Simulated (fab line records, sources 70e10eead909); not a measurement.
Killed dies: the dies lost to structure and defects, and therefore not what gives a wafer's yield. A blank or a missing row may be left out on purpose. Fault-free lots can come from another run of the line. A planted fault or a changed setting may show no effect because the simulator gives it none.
Comparing a struck lot with a sound one | flow nand harc | 44 out of 1159 route steps
Sound: the wafers L415.2, L415.3, L415.4. Struck: wafer L424.3. (L424.6 of the same lot was not struck and is left out.) The cause comes at the end.
At each step with rows: each side's tool, then ch and its chambers, then its first start. Under that, the readings that differ: sound wafers | struck wafers | difference of the means | sigmas: that difference in standard deviations of wafers without a fault.
alike: readings whose means differ by less than 2 such deviations, and words and numbers that are the same on both sides. not compared: withheld readings, readings that some wafer has no value for, bounds like >300 that may hide the same value, and numbers for which the record gives no deviation and whose values overlap.
The two part at a step that has a row with sigmas, a row that says differs or no value, or rows on one side only. When numbers do not overlap yet have no deviation, they are printed without sigmas and do not part them. Lack of a reading on every wafer of one side parts them only where that side has two or more wafers.

first, 3 steps without rows for these wafers: NHARC_A_CONTACT_EXPOSE_66 (exposes mask A CC 2); NHARC_A_CONTACT_PEB_67 (peb time 65 s); NHARC_A_CONTACT_DEVELOP_68 (develop time 35 s).
NHARC_A_CONTACT_CD_MEAS_69: the cd target is 200 nm.
  sound on cd sem-02 ch 0, day 18 02:05; struck on cd sem-02 ch 0, day 19 13:27
  reading    | sound             | struck | difference | sigmas
  cd nm (nm) | 199.4 200.0 199.5 | 201.1  | +1.5       | +2
NHARC_A_CONTACT_OVL_MEAS_70:
  sound on overlay-01, day 18 02:10; struck on overlay-01, day 19 13:32
  alike: overlay x nm, overlay y nm
NHARC_A_CONTACT_INSPECT_71:
  sound on defect inspect-01, day 18 02:13; struck on defect inspect-01, day 19 13:34
  alike: raw defect count
then, 3 steps without rows for these wafers: NHARC_A_CONTACT_DESCUM_74 (chemistry O2, time 3 s); NHARC_A_CONTACT_ETCH_75 (etches the open film in CF4, target depth 39 nm, time 65 s); NHARC_A_CONTACT_ETCH_76 (etches the open film in N2/H2, target depth 260 nm, time 475.3 s).
NHARC_A_CONTACT_ETCH_77: etches the open film in CF4/CHF3, target depth 72.6 nm, time 36.3 s.
  sound: rie diel-04 ch 1,2; struck: rie diel-01 ch 0
  reading                     | sound       | struck | difference | sigmas
  drypump motor current A (A) | 6.5 6.3 6.3 | 4.8    | -1.6       | -3
  alike: bias w, oes product au, rf vpp V, showerhead plenum p Torr, throttle valve pct
  not compared: rf hours counter h
then, 1 step without rows for these wafers: NHARC_A_CONTACT_ETCH_78 (etches the open film in O2/COS, target depth 2800 nm, time 728 s).
NHARC_A_CONTACT_ETCH_124: etches the open film in C4F8/O2/Ar, time 140 s, target depth 700 nm.
  sound on har cap etch-03 ch 0,1, day 18 03:47; struck on har cap etch-03 ch 0, day 19 15:22
  alike: oes air line au
  not compared: rf hours counter h
NHARC_A_CONTACT_ETCH_125: etches the open film in C4F8/O2/Ar, time 155 s, target depth 956 nm.
  sound on har cap etch-03 ch 0,1, day 18 03:58; struck on har cap etch-03 ch 0, day 19 15:41
  alike: oes air line au
  not compared: rf hours counter h
then, 2 steps without rows for these wafers: NHARC_A_CONTACT_ETCH_126 (etches the open film in C4F8/O2/Ar, time 155 s, target depth 956 nm); NHARC_A_CONTACT_ETCH_127 (etches the open film in C4F8/O2/Ar, time 155 s, target depth 956 nm).
NHARC_A_CONTACT_ETCH_128: etches the open film in C4F8/O2/Ar, time 155 s, target depth 956 nm.
  sound on har cap etch-03 ch 0,1, day 18 04:24; struck on har cap etch-03 ch 0, day 19 16:26
  reading                | sound             | struck | difference | sigmas
  oes air line au (a.u.) | 0.990 0.969 1.010 | 1.035  | +0.045     | +2
  not compared: rf hours counter h
NHARC_A_CONTACT_ETCH_129: etches the open film in C4F8/O2/Ar, time 155 s, target depth 956 nm.
  sound on har cap etch-03 ch 0,1, day 18 04:32; struck on har cap etch-03 ch 0, day 19 16:41
  alike: oes air line au
  not compared: rf hours counter h
then, 2 steps without rows for these wafers: NHARC_A_CONTACT_ETCH_130 (etches the open film in C4F8/O2/Ar, time 155 s, target depth 956 nm); NHARC_A_CONTACT_ETCH_131 (etches the open film in C4F8/O2/Ar, time 155 s, target depth 956 nm).
NHARC_A_CONTACT_ETCH_132: etches the open film in C4F8/O2/Ar, time 156 s, target depth 958 nm.
  sound on har cap etch-03 ch 0,1, day 18 04:58; struck on har cap etch-03 ch 0, day 19 17:26
  alike: oes air line au
  not compared: rf hours counter h
then, 3 steps without rows for these wafers: NHARC_A_CONTACT_ETCH_133 (etches the open film in C4F8/O2/Ar, time 195 s, target depth 840 nm); NHARC_A_CONTACT_ETCH_91 (etches the open film in CH3F/O2, target depth 40 nm, time 85.7 s); NHARC_A_CONTACT_ETCH_97 (etches the open film in C4F6/O2, target depth 20 nm, time 10 s).
NHARC_A_CONTACT_CD_MEAS_80:
  sound on cd sem-02, day 18 05:52; struck on cd sem-01, day 19 18:37
  alike: cd nm
then, 18 steps without rows for these wafers: NHARC_A_CONTACT_STRIP_103 (strips in N2/H2); NHARC_A_CONTACT_STRIP_104 (strips in CF4/CHF3); NHARC_A_CONTACT_STRIP_105 (strips in O2/COS); NHARC_A_CONTACT_ETCH_106 (etches the open film in CF4/O2, target depth 60 nm, overetch 6 nm, time 33 s); NHARC_A_CONTACT_STRIP_82 (strips in O2); NHARC_A_CONTACT_STRIP_83 (strips in post etch residue remover, time 600 s); NHARC_A_CONTACT_DEP_84 (deposits aC, target thk 2000 nm); NHARC_A_CONTACT_DEP_85 (deposits SiON, target thk 50 nm); NHARC_A_CONTACT_DEHYDRATE_00 (time 120 s); NHARC_A_CONTACT_HMDS_01 (time 30 s); NHARC_A_CONTACT_COAT_86 (time 75 s); NHARC_A_CONTACT_COAT_87 (time 65 s); NHARC_A_CONTACT_COAT_02 (resist thk 90 nm); NHARC_A_CONTACT_SOFTBAKE_03 (time 55 s); NHARC_A_CONTACT_EBR_04; NHARC_A_CONTACT_EXPOSE_05 (exposes mask A CC); NHARC_A_CONTACT_PEB_06 (peb time 65 s); NHARC_A_CONTACT_DEVELOP_07 (develop time 35 s).
NHARC_A_CONTACT_DESCUM_13: chemistry O2, time 3 s.
  sound on rie diel-01 ch 0,1,2, day 18 12:38; struck on rie diel-04 ch 1, day 19 22:21
  reading                     | sound             | struck                   | difference                   | sigmas
  hold                        | - - -             | await dispo/0.4h/release | no value on the sound wafers |
  drypump motor current A (A) | 5.0 4.9 5.3       | 6.5                      | +1.4                         | +3
  oes product au (a.u.)       | 0.997 0.988 0.990 | 1.023                    | +0.031                       | +3
  rf hours counter h (h)      | 14 14 15          | 66                       | +52                          |
  alike: rf vpp V, showerhead plenum p Torr, throttle valve pct
-- record jumps: 3 days between struck wafers' starts before vs after; left off in module A_CONTACT, resumes in module END, first step shown is number 1159 of the route --
NHARC_END_SORT_01:
  the record has rows for the struck wafers here (prober-02 ch 0, day 23 06:52) and none for the sound ones

== WHERE THEY PART ==
First at NHARC_A_CONTACT_CD_MEAS_69; last, within this record, at NHARC_END_SORT_01.

WHY: whatever the simulator had introduced
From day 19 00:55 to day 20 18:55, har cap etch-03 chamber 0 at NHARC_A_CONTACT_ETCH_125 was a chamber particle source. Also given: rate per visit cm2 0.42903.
